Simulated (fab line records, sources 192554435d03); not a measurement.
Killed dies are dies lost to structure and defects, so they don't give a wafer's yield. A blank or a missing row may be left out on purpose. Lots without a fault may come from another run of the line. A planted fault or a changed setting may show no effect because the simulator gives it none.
Chamber matching | flow n5_finfet | N5_BEOL_M4_PRE_CLEAN_60 on cvd_co-02: 3 sister chambers
The step time 15 s. 3 wafers are shown with their chamber, then 12 later ones without.

WAFERS WITH THEIR CHAMBER
wafer  | chamber | heater_power_w (W)
L092.5 | 2       | 83
L091.2 | 1       | 52
L091.5 | 0       | 95

WAFERS WITHOUT THEIR CHAMBER
wafer  | heater_power_w (W)
L094.2 | 100
L094.3 | 52
L094.5 | 52
L093.1 | 81
L093.2 | 53
L093.5 | 85
L095.2 | 95
L095.4 | 101
L095.6 | 54
L096.1 | 85
L096.2 | 53
L096.6 | 51

WHICH CHAMBER EACH WENT THROUGH
wafer  | from the rows above | in truth
L094.2 | 0                   | 0
L094.3 | 1                   | 1
L094.5 | 1                   | 1
L093.1 | 2                   | 2
L093.2 | 1                   | 1
L093.5 | 2                   | 2
L095.2 | 0                   | 0
L095.4 | 0                   | 0
L095.6 | 1                   | 1
L096.1 | 2                   | 2
L096.2 | 1                   | 1
L096.6 | 1                   | 1
Placed correctly: 12 of 12. Can't be placed from these rows: 0. Placed wrongly: 0.
How it was worked out, from the rows above alone: a wafer's distance from a chamber is the root of the sum, over the readings, of the square of ((its reading less the chamber's mean) divided by the reading's scatter). The wafer belongs to the nearest chamber; if the next one is less than 2 further off, it can't be placed. A chamber's mean is the mean of its shown wafers. The scatter: with one shown wafer a chamber, the root of the mean of the squares of how far each hidden wafer lies from its nearest shown one.
